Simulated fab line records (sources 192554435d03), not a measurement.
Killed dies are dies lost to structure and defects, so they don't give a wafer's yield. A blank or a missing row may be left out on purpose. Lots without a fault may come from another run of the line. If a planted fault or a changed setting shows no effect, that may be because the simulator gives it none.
fab line records -- flow n5-finfet -- part 1 of 2: steps 1 to 3 of 6
record: lots: 22, wafers: 66, last-day: 19
route steps=1938 shown BEOL_M10@1491 BEOL_M11@1537
lots with no fault: from the same line, run without faults
start-h: the number of hours between the record's first day and the start of the first shown wafer of the lot -- wait-h: hours elapsed since this lot's preceding step -- " identical to the entry in the row above -- L1.1+2: several wafers, shown together as one row -- - no value, or no start was given -- * or withheld: withheld -- < > ~ a bound
route shown NAME@n: names a module that has steps shown in the file, with the first one's number in the route -- usual: mean/standard deviation taken from wafers without a fault -- same: alike in all rows -- chamber/n: place in a boat -- sites: the reading at each site -- _std_site: standard deviation across them -- _edge_site: mean of outer sites minus mean of inner sites -- radius-mm: for every site, how far away it sits from the centre of the wafer -- mask NAME#n: copy n -- behind: tool/chamber where the wafer was last shaped -- hold: what put the lot on hold/how long, in hours/how the hold closed -- device: transistor that didn't switch, given as n, p or np -- end of line: at the end of the route, the tests of the same wafers -- a step given without rows: its recipe and nothing more -- killed: dies lost to structure and defects at the first sort, not the wafer's yield -- map: the dies of a wafer, with x for killed, . for not killed, _ for no die there
set.NAME: the setting as run; set.NAME@STEP: as run at that earlier step -- model.NAME: the simulator's own value behind a step, which no gauge read
one table for each step of the route and one row for each wafer, over a sample of lots
services: the hour from which a tool's chamber was out of use, counted from the record's first day as start-h (under 0 if before that day), plus the number of hours and why
== steps ==
step: N5_BEOL_M10_HM_OPEN_17
recipe: chemistry: Cl2/BCl3, target-depth-a: 200, overetch-a: 60, target: TiN, mask-material: SOC, ion-energy-ev: 150, pressure-mtorr: 10, icp-w: 1000, bias-w: 126, Cl2_flow_sccm: 53.25, bcl3-flow-sccm: 21.75, Ar_flow_sccm: 25
usual: bcl3-flow-sccm: 21.76/0.068, bias-w: 126.1/0.36, drypump-motor-current-A: 5.9/0.43, oes-product-au: 0.65/0.071, throttle-valve-pct: 22.12/0.15
lot.wafer,tool,chamber,start-h,wait-h,bcl3-flow-sccm,bias-w,drypump-motor-current-A,oes-product-au,rf-hours-counter-h,throttle-valve-pct
L077.1,rie-metal-03,1,244.70,0.0,21.68,125.3,5.9,0.61,84,22.06
L077.2,rie-metal-03,0,244.70,0.0,21.77,126.0,5.1,0.79,5,22.24
L077.5,rie-metal-03,0,244.70,0.0,21.73,126.3,5.1,0.79,-,22.26
L074.1,rie-metal-01,1,248.76,0.0,21.74,126.5,5.7,0.56,87,22.27
L074.2,rie-metal-01,0,248.76,0.0,21.84,125.9,6.6,0.67,31,22.03
L074.3,rie-metal-01,1,248.76,0.0,21.78,126.0,5.7,0.56,-,22.29
L075.1,rie-metal-03,1,249.08,0.0,21.73,125.7,5.9,0.60,84,22.07
L075.3,rie-metal-03,1,249.08,0.0,21.81,126.1,5.9,0.59,-,22.07
L075.5,rie-metal-03,1,249.08,0.0,21.68,125.7,5.9,0.60,-,22.09
L076.2,rie-metal-02,0,257.79,0.0,21.78,125.7,6.3,0.67,44,21.81
L076.5,rie-metal-02,1,257.79,0.0,21.70,125.8,6.1,0.73,-,22.21
L076.6,rie-metal-02,0,257.79,0.0,21.75,125.4,6.3,0.67,-,21.82
L078.2,rie-metal-01,1,268.15,0.0,21.91,126.4,5.7,0.56,88,22.27
L078.3,rie-metal-01,1,268.15,0.0,21.73,126.4,5.7,0.55,-,22.29
L078.4,rie-metal-01,0,268.15,0.0,21.75,125.9,6.6,0.66,-,22.03
L079.1,rie-metal-02,1,268.40,0.0,21.82,126.2,6.1,0.73,16,22.20
L079.2,rie-metal-02,0,268.40,0.0,21.98,125.2,6.3,0.67,45,21.82
L079.6,rie-metal-02,0,268.40,0.0,21.84,126.1,6.3,0.67,-,21.82
L080.1,rie-metal-02,1,277.65,0.0,21.78,126.2,6.1,0.72,17,22.20
L080.3,rie-metal-02,1,277.65,0.0,21.80,125.9,6.1,0.73,-,22.20
L080.5,rie-metal-02,0,277.65,0.0,21.80,126.1,6.3,0.65,-,21.82
L082.1,rie-metal-03,1,309.29,0.1,21.79,126.1,5.9,0.59,89,22.07
L082.4,rie-metal-03,1,309.29,0.1,21.71,126.3,5.9,0.60,-,22.07
L082.5,rie-metal-03,0,309.29,0.1,21.67,126.3,5.1,0.76,-,22.26
L085.1,rie-metal-03,1,313.10,0.0,21.70,126.0,5.9,0.59,90,22.11
L085.2,rie-metal-03,0,313.10,0.0,21.93,125.7,5.1,0.75,11,22.28
L085.4,rie-metal-03,1,313.10,0.0,21.69,126.3,5.9,0.59,-,22.11
L084.1,rie-metal-02,1,313.39,0.0,21.78,125.5,6.1,0.70,21,22.22
L084.3,rie-metal-02,1,313.39,0.0,21.77,125.8,6.1,0.70,-,22.23
L084.6,rie-metal-02,1,313.39,0.0,21.81,125.5,6.1,0.71,-,22.23
L087.1,rie-metal-02,0,333.68,0.0,21.83,126.7,6.3,0.64,49,21.83
L087.2,rie-metal-02,1,333.68,0.0,21.77,126.0,6.1,0.70,23,22.22
L087.3,rie-metal-02,1,333.68,0.0,21.80,125.6,6.1,0.70,-,22.23
L086.2,rie-metal-02,1,337.32,0.0,21.83,126.2,6.1,0.70,23,22.22
L086.5,rie-metal-02,1,337.32,0.0,21.78,126.4,6.1,0.70,-,22.21
L086.6,rie-metal-02,0,337.32,0.0,21.86,126.4,6.3,0.65,-,21.86
L088.1,rie-metal-03,0,342.24,0.0,21.60,126.3,5.2,0.75,13,22.27
L088.4,rie-metal-03,0,342.24,0.0,21.66,126.5,5.2,0.75,-,22.28
L088.5,rie-metal-03,0,342.24,0.0,21.69,125.6,5.1,0.74,-,22.27
L089.2,rie-metal-03,1,342.33,0.1,21.73,125.9,5.9,0.59,92,22.08
L089.3,rie-metal-03,0,342.33,0.1,21.89,125.4,5.1,0.75,-,22.26
L089.6,rie-metal-03,0,342.33,0.1,21.76,125.7,5.2,0.74,-,22.29
L090.1,rie-metal-02,0,347.55,0.0,21.69,126.5,6.3,0.65,50,21.83
L090.3,rie-metal-02,1,347.55,0.0,21.68,126.0,6.1,0.70,-,22.23
L090.5,rie-metal-02,0,347.55,0.0,21.69,126.5,6.3,0.66,-,21.81
L092.1,rie-metal-03,0,349.36,0.0,21.75,125.9,5.1,0.75,14,22.28
L092.3,rie-metal-03,0,349.36,0.0,21.69,125.8,5.2,0.73,-,22.29
L092.6,rie-metal-03,0,349.36,0.0,21.85,125.8,5.2,0.75,-,22.27
L093.3,rie-metal-01,1,358.35,0.1,21.82,126.1,5.7,0.55,-,22.28
L093.4,rie-metal-01,0,358.35,0.1,21.64,125.8,6.6,0.66,-,22.04
L093.5,rie-metal-01,1,358.35,0.1,21.75,125.9,5.7,0.55,-,22.28
L091.1,rie-metal-02,0,358.57,0.0,21.68,125.8,6.3,0.64,51,21.85
L091.4,rie-metal-02,1,358.57,0.0,21.75,126.1,6.1,0.69,-,22.22
L091.6,rie-metal-02,0,358.57,0.0,21.74,126.1,6.3,0.65,-,21.83
L094.1,rie-metal-03,1,367.25,0.0,21.74,126.5,5.9,0.57,96,22.13
L094.2,rie-metal-03,1,367.25,0.0,21.72,126.2,5.9,0.58,-,22.13
L094.4,rie-metal-03,1,367.25,0.0,21.65,126.4,5.9,0.57,-,22.14
L095.1,rie-metal-01,1,377.82,0.0,21.83,126.5,5.7,0.53,98,22.31
L095.4,rie-metal-01,1,377.82,0.0,21.67,126.1,5.7,0.54,-,22.29
L095.5,rie-metal-01,0,377.82,0.0,21.89,125.7,6.6,0.65,-,22.04
L096.1,rie-metal-03,1,381.68,0.0,21.75,126.1,5.9,0.58,98,22.09
L096.5,rie-metal-03,1,381.68,0.0,21.83,126.8,5.9,0.57,-,22.12
L096.6,rie-metal-03,1,381.68,0.0,21.66,126.8,5.9,0.58,-,22.12
L097.2,rie-metal-03,1,396.62,0.1,21.87,125.6,5.9,0.57,-,22.15
L097.3,rie-metal-03,1,396.62,0.1,21.83,126.2,5.9,0.57,-,22.13
L097.6,rie-metal-03,1,396.62,0.1,21.80,126.2,5.9,0.57,-,22.12
step: N5_BEOL_M10_STRIP_19
recipe: chemistry: O2, power-w: 400, temp-c: 40, pressure-mtorr: 30, rf-frequency-hz: 6e+07, bias-power-w: 0, overash-fraction: 0.2, o2-flow-sccm: 225
usual: drypump-motor-current-A: 5.8/0.38, oes-product-au: 0.82/0.095, rf-vpp-V: 3.8/0.63, showerhead-plenum-p-Torr: 2.08/0.065, throttle-valve-pct: 16.72/0.25
lot.wafer,tool,chamber,start-h,wait-h,drypump-motor-current-A,oes-product-au,rf-hours-counter-h,rf-vpp-V,showerhead-plenum-p-Torr,throttle-valve-pct
L077.1,rie-diel-05,0,244.86,0.1,6.5,0.69,222,3.5,2.08,17.08
L077.2,rie-diel-05,2,244.86,0.1,5.1,0.78,115,4.9,2.19,16.57
L077.5,rie-diel-05,0,244.86,0.1,6.4,0.68,-,4.5,2.08,17.13
L074.1,rie-diel-01,0,248.87,0.1,6.0,0.68,224,4.5,2.17,17.19
L074.2,rie-diel-01,1,248.87,0.1,5.5,0.88,53,4.7,2.05,16.81
L074.3,rie-diel-01,3,248.87,0.1,5.2,0.70,236,4.7,1.97,16.76
L075.1,rie-diel-01,0,249.19,0.1,6.0,0.69,224,4.2,2.17,17.18
L075.3,rie-diel-01,3,249.19,0.1,5.2,0.70,236,3.8,1.97,16.77
L075.5,rie-diel-01,1,249.19,0.1,5.5,0.87,-,4.2,2.05,16.82
L076.2,rie-diel-05,0,257.90,0.1,6.5,0.68,228,4.4,2.08,17.11
L076.5,rie-diel-05,2,257.90,0.1,5.1,0.78,-,3.7,2.18,16.57
L076.6,rie-diel-05,0,257.90,0.1,6.5,0.70,-,3.6,2.08,17.12
L078.2,rie-diel-01,2,268.26,0.1,6.1,1.00,4,3.3,2.06,16.50
L078.3,rie-diel-01,1,268.26,0.1,5.5,0.85,60,3.8,2.05,16.84
L078.4,rie-diel-01,3,268.26,0.1,5.2,0.70,243,3.6,1.97,16.77
L079.1,rie-diel-01,1,268.51,0.1,5.5,0.87,61,2.9,2.05,16.85
L079.2,rie-diel-01,3,268.51,0.1,5.2,0.70,243,3.9,1.97,16.78
L079.6,rie-diel-01,2,268.51,0.1,6.1,1.00,-,2.4,2.06,16.48
L080.1,rie-diel-01,0,277.79,0.1,6.0,0.67,235,3.2,2.17,17.21
L080.3,rie-diel-01,1,277.79,0.1,5.5,0.86,64,4.7,2.05,16.83
L080.5,rie-diel-01,1,277.79,0.1,5.5,0.85,-,2.3,2.05,16.83
L082.1,rie-diel-01,0,309.41,0.1,6.0,0.67,249,4.1,2.17,17.21
L082.4,rie-diel-01,0,309.41,0.1,6.0,0.66,-,4.0,2.17,17.24
L082.5,rie-diel-01,2,309.41,0.1,6.1,0.92,-,4.1,2.06,16.53
L085.1,rie-diel-04,1,313.24,0.1,5.8,0.82,74,5.0,2.12,16.36
L085.2,rie-diel-04,0,313.24,0.1,5.7,0.78,118,3.6,2.04,16.93
L085.4,rie-diel-04,3,313.24,0.1,5.9,0.69,227,5.0,1.99,16.61
L084.1,rie-diel-04,0,313.60,0.2,5.7,0.78,118,3.8,2.04,16.92
L084.3,rie-diel-04,3,313.60,0.2,5.9,0.68,227,2.8,1.99,16.62
L084.6,rie-diel-04,0,313.60,0.2,5.7,0.79,-,4.8,2.04,16.93
L087.1,rie-diel-01,2,333.84,0.1,6.1,0.90,34,4.3,2.05,16.55
L087.2,rie-diel-01,3,333.84,0.1,5.2,0.97,7,3.1,2.22,16.35
L087.3,rie-diel-01,1,333.84,0.1,5.5,0.83,91,5.0,2.04,16.88
L086.2,rie-diel-05,1,337.43,0.1,5.8,0.82,79,3.1,2.05,16.87
L086.5,rie-diel-05,1,337.43,0.1,5.8,0.82,-,4.8,2.05,16.88
L086.6,rie-diel-05,2,337.43,0.1,5.1,0.76,-,3.3,2.17,16.62
L088.1,rie-diel-04,3,342.37,0.1,6.0,0.68,237,3.1,1.99,16.65
L088.4,rie-diel-04,1,342.37,0.1,5.8,0.82,83,3.9,2.12,16.37
L088.5,rie-diel-04,2,342.37,0.1,6.1,0.84,-,3.9,2.10,16.58
L089.2,rie-diel-04,1,342.46,0.1,5.8,0.81,83,3.2,2.12,16.35
L089.3,rie-diel-04,3,342.46,0.1,6.0,0.68,237,3.1,1.99,16.64
L089.6,rie-diel-04,0,342.46,0.1,5.7,0.78,-,3.3,2.04,16.95
L090.1,rie-diel-01,0,347.66,0.1,6.0,0.99,4,3.2,2.16,16.72
L090.3,rie-diel-01,3,347.66,0.1,5.2,0.94,13,4.0,2.22,16.36
L090.5,rie-diel-01,2,347.66,0.1,6.1,0.90,-,3.3,2.05,16.57
L092.1,rie-diel-04,2,349.47,0.1,6.0,0.84,61,3.3,2.10,16.56
L092.3,rie-diel-04,1,349.47,0.1,5.8,0.81,86,3.9,2.12,16.38
L092.6,rie-diel-04,0,349.47,0.1,5.7,0.76,-,3.8,2.04,16.95
L093.3,rie-diel-05,3,358.65,0.3,6.6,0.89,40,2.9,2.13,16.35
L093.4,rie-diel-05,0,358.65,0.3,6.4,0.96,4,4.3,2.07,16.70
L093.5,rie-diel-05,3,358.65,0.3,6.6,0.90,-,3.7,2.13,16.35
L091.1,rie-diel-04,0,358.68,0.1,5.8,0.76,133,3.7,2.04,16.96
L091.4,rie-diel-04,1,358.68,0.1,5.8,0.80,88,5.7,2.11,16.38
L091.6,rie-diel-04,1,358.68,0.1,5.8,0.80,-,4.2,2.11,16.39
L094.1,rie-diel-01,1,367.45,0.2,5.5,0.80,104,4.2,2.03,16.91
L094.2,rie-diel-01,2,367.45,0.2,6.1,0.89,48,3.3,2.05,16.59
L094.4,rie-diel-01,0,367.45,0.2,6.0,0.97,-,5.0,2.16,16.77
L095.1,rie-diel-01,2,377.93,0.1,6.1,0.88,53,3.8,2.05,16.57
L095.4,rie-diel-01,2,377.93,0.1,6.1,0.88,-,3.6,2.05,16.59
L095.5,rie-diel-01,0,377.93,0.1,6.0,0.95,-,2.7,2.16,16.77
L096.1,rie-diel-04,2,381.93,0.2,6.1,0.83,72,3.4,2.10,16.59
L096.5,rie-diel-04,0,381.93,0.2,5.7,0.76,-,4.8,2.03,16.96
L096.6,rie-diel-04,2,381.93,0.2,6.0,0.83,-,4.2,2.10,16.61
L097.2,rie-diel-05,2,396.79,0.1,5.1,0.75,170,3.7,2.17,16.68
L097.3,rie-diel-05,1,396.79,0.1,5.8,0.79,101,4.4,2.05,16.91
L097.6,rie-diel-05,1,396.79,0.1,5.8,0.79,-,2.6,2.05,16.91
step: N5_BEOL_M10_ETCH_65
recipe: chemistry: CF4, target: SiARC, target-depth-a: 390, mask-material: CAR-ArF, time-s: 65, ion-energy-ev: 80, pressure-mtorr: 40, source-w: 545, bias-w: 36, Ar_flow_sccm: 100, cf4-flow-sccm: 100, ends: cleared
usual: bias-w: 36.01/0.11, drypump-motor-current-A: 5.8/0.4, etch-rf-on-time-s: 65.3/1.5, oes-product-au: 0.69/0.074, rf-vpp-V: 183.9/1.1, showerhead-plenum-p-Torr: 2.13/0.072, throttle-valve-pct: 15.63/0.21
lot.wafer,tool,chamber,start-h,wait-h,bias-w,drypump-motor-current-A,etch-rf-on-time-s,oes-product-au,rf-hours-counter-h,rf-vpp-V,showerhead-plenum-p-Torr,throttle-valve-pct
L077.1,rie-diel-01,0,247.56,0.0,35.79,6.0,68.7,0.58,223,184.3,2.20,16.05
L077.2,rie-diel-01,3,247.56,0.0,36.12,5.2,65.5,0.60,235,181.7,2.04,15.83
L077.5,rie-diel-01,1,247.56,0.0,36.19,5.5,65.5,0.74,-,183.9,2.10,15.73
L074.1,rie-diel-05,0,251.26,0.0,36.19,6.5,65.3,0.60,225,183.9,2.10,15.93
L074.2,rie-diel-05,2,251.26,0.0,36.10,5.1,65.6,0.67,117,184.2,2.26,15.66
L074.3,rie-diel-05,3,251.26,0.0,36.18,6.6,64.5,0.82,10,183.7,2.19,15.25
L075.1,rie-diel-01,1,252.06,0.0,35.94,5.5,66.0,0.73,54,182.0,2.10,15.73
L075.3,rie-diel-01,0,252.06,0.0,36.05,6.0,69.2,0.57,225,184.3,2.20,16.04
L075.5,rie-diel-01,0,252.06,0.0,35.95,6.0,69.6,0.57,-,186.0,2.20,16.08
L076.2,rie-diel-05,2,259.52,0.0,36.07,5.1,65.5,0.66,121,183.6,2.25,15.65
L076.5,rie-diel-05,1,259.52,0.0,35.90,5.8,63.5,0.72,-,183.5,2.09,15.66
L076.6,rie-diel-05,0,259.52,0.0,35.91,6.5,64.8,0.59,-,181.5,2.10,15.93
L079.1,rie-diel-01,2,272.40,0.0,35.89,6.1,63.3,0.83,6,184.4,2.11,15.47
L079.2,rie-diel-01,0,272.40,0.0,35.82,6.0,67.6,0.58,233,183.9,2.20,16.06
L079.6,rie-diel-01,2,272.40,0.0,35.96,6.1,63.4,0.84,-,184.2,2.11,15.45
L078.2,rie-diel-05,3,272.57,0.0,35.94,6.6,65.1,0.80,14,185.0,2.19,15.29
L078.3,rie-diel-05,0,272.57,0.0,36.20,6.5,66.0,0.58,231,182.7,2.10,15.95
L078.4,rie-diel-05,1,272.57,0.0,36.03,5.8,64.1,0.72,55,183.3,2.09,15.67
L080.1,rie-diel-04,3,278.74,0.0,36.09,6.0,63.9,0.60,216,183.7,2.02,15.45
L080.3,rie-diel-04,2,278.74,0.0,36.13,6.1,62.4,0.76,37,184.4,2.18,15.59
L080.5,rie-diel-04,0,278.74,0.0,35.93,5.7,65.3,0.68,-,183.2,2.07,15.67
L082.1,rie-diel-05,3,311.37,0.0,36.04,6.6,65.5,0.78,26,184.1,2.19,15.30
L082.4,rie-diel-05,2,311.37,0.0,36.04,5.1,65.8,0.65,138,186.0,2.25,15.69
L082.5,rie-diel-05,3,311.37,0.0,35.93,6.6,64.9,0.79,-,183.0,2.19,15.29
L085.1,rie-diel-05,0,313.89,0.0,36.00,6.4,65.9,0.57,246,183.8,2.09,15.96
L085.2,rie-diel-05,2,313.89,0.0,35.99,5.1,68.1,0.63,139,184.6,2.25,15.70
L085.4,rie-diel-05,3,313.89,0.0,36.11,6.6,66.1,0.77,27,184.9,2.19,15.30
L084.1,rie-diel-04,1,315.37,0.0,35.98,5.8,67.4,0.70,74,184.2,2.17,15.29
L084.3,rie-diel-04,2,315.37,0.0,35.86,6.0,63.6,0.72,50,184.2,2.18,15.61
L084.6,rie-diel-04,3,315.37,0.0,36.09,6.0,64.6,0.59,-,183.6,2.02,15.46
L087.1,rie-diel-01,2,335.26,0.0,36.04,6.1,64.8,0.77,35,184.8,2.10,15.50
L087.2,rie-diel-01,3,335.26,0.0,36.02,5.2,64.4,0.82,7,185.1,2.29,15.40
L087.3,rie-diel-01,1,335.26,0.0,35.95,5.5,65.1,0.70,91,183.6,2.08,15.82
L086.2,rie-diel-05,2,341.01,0.0,36.02,5.1,66.1,0.64,149,184.8,2.24,15.70
L086.5,rie-diel-05,1,341.01,0.0,36.08,5.8,64.3,0.68,-,183.8,2.08,15.73
L086.6,rie-diel-05,2,341.01,0.0,35.97,5.1,65.7,0.64,-,183.7,2.24,15.70
L088.1,rie-diel-04,0,343.49,0.0,35.94,5.7,66.0,0.66,128,181.3,2.06,15.72
L088.4,rie-diel-04,3,343.49,0.0,35.95,6.0,64.7,0.58,237,183.5,2.02,15.50
L088.5,rie-diel-04,2,343.49,0.0,35.99,6.1,64.4,0.72,-,182.8,2.17,15.63
L089.2,rie-diel-04,0,343.95,0.0,36.11,5.8,66.0,0.66,128,183.3,2.06,15.72
L089.3,rie-diel-04,1,343.95,0.0,35.92,5.7,67.6,0.68,83,184.2,2.17,15.33
L089.6,rie-diel-04,2,343.95,0.0,35.94,6.0,64.0,0.72,-,184.0,2.17,15.62
L090.1,rie-diel-01,3,352.18,0.0,36.09,5.2,64.5,0.80,15,185.8,2.29,15.41
L090.3,rie-diel-01,0,352.18,0.0,36.04,6.0,66.0,0.83,5,184.7,2.19,15.61
L090.5,rie-diel-01,2,352.18,0.0,36.19,6.1,65.5,0.74,-,182.4,2.10,15.52
L092.1,rie-diel-01,0,352.65,0.0,36.08,6.0,65.9,0.84,5,185.0,2.19,15.60
L092.3,rie-diel-01,2,352.65,0.0,35.99,6.1,65.0,0.75,42,184.4,2.10,15.53
L092.6,rie-diel-01,0,352.65,0.0,36.18,6.0,66.3,0.83,-,184.3,2.19,15.60
L091.1,rie-diel-01,2,360.94,0.0,35.98,6.1,65.3,0.75,45,183.3,2.10,15.53
L091.4,rie-diel-01,0,360.94,0.0,35.96,6.0,65.6,0.83,8,184.3,2.19,15.62
L091.6,rie-diel-01,3,360.94,0.0,35.97,5.2,64.1,0.80,-,185.4,2.29,15.41
L093.3,rie-diel-04,0,361.09,0.0,36.05,5.7,65.5,0.65,133,184.1,2.06,15.72
L093.4,rie-diel-04,1,361.09,0.0,36.09,5.8,67.3,0.68,89,183.4,2.16,15.34
L093.5,rie-diel-04,2,361.09,0.0,35.93,6.1,62.6,0.72,-,184.2,2.17,15.65
L094.1,rie-diel-04,0,368.11,0.0,35.97,5.7,66.7,0.65,136,183.3,2.06,15.71
L094.2,rie-diel-04,3,368.11,0.0,36.16,6.0,64.9,0.58,245,182.2,2.02,15.51
L094.4,rie-diel-04,1,368.11,0.0,35.95,5.8,68.2,0.67,92,186.2,2.16,15.33
L095.1,rie-diel-01,0,379.93,0.0,36.13,5.9,66.2,0.80,16,183.1,2.19,15.64
L095.4,rie-diel-01,1,379.93,0.0,36.08,5.5,64.8,0.68,-,182.1,2.08,15.87
L095.5,rie-diel-01,0,379.93,0.0,35.95,6.0,65.7,0.80,-,184.6,2.19,15.64
L096.1,rie-diel-05,2,382.88,0.0,36.19,5.1,66.0,0.63,165,185.5,2.24,15.74
L096.5,rie-diel-05,1,382.88,0.0,36.00,5.8,63.6,0.68,-,181.2,2.08,15.74
L096.6,rie-diel-05,3,382.88,0.0,35.93,6.6,64.3,0.76,-,184.7,2.18,15.35
L097.2,rie-diel-04,2,399.06,0.0,35.98,6.0,62.3,0.71,82,184.9,2.16,15.68
L097.3,rie-diel-04,0,399.06,0.0,36.08,5.7,66.1,0.64,151,182.9,2.05,15.76
L097.6,rie-diel-04,0,399.06,0.0,36.05,5.8,65.3,0.65,-,181.7,2.05,15.77
